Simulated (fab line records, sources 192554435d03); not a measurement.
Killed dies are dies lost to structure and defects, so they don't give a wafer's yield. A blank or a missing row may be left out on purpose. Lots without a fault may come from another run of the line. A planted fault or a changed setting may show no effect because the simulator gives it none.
Chamber matching | flow n5_finfet | N5_BEOL_M9_STRIP_19 on rie_diel-05: 4 sister chambers
The step strips in O2. 4 wafers are shown with their chamber, then 9 later ones without.

WAFERS WITH THEIR CHAMBER
wafer  | chamber | showerhead_plenum_p_Torr (Torr)
L081.3 | 2       | 2.15
L083.5 | 3       | 2.03
L084.1 | 0       | 2.12
L084.4 | 1       | 2.24

WAFERS WITHOUT THEIR CHAMBER
wafer  | showerhead_plenum_p_Torr (Torr)
L085.2 | 2.15
L085.5 | 2.24
L085.6 | 2.15
L087.3 | 2.24
L087.4 | 2.11
L087.6 | 2.11
L092.1 | 2.03
L092.3 | 2.11
L092.6 | 2.11

WHICH CHAMBER EACH WENT THROUGH
wafer  | from the rows above | in truth
L085.2 | 2                   | 2
L085.5 | 1                   | 1
L085.6 | 2                   | 2
L087.3 | 1                   | 1
L087.4 | 0                   | 0
L087.6 | 0                   | 0
L092.1 | 3                   | 3
L092.3 | 0                   | 0
L092.6 | 0                   | 0
Placed correctly: 9 of 9. Can't be placed from these rows: 0. Placed wrongly: 0.
How it was worked out, from the rows above alone: a wafer's distance from a chamber is the root of the sum, over the readings, of the square of ((its reading less the chamber's mean) divided by the reading's scatter). The wafer belongs to the nearest chamber; if the next one is less than 2 further off, it can't be placed. A chamber's mean is the mean of its shown wafers. The scatter: with one shown wafer a chamber, the root of the mean of the squares of how far each hidden wafer lies from its nearest shown one.
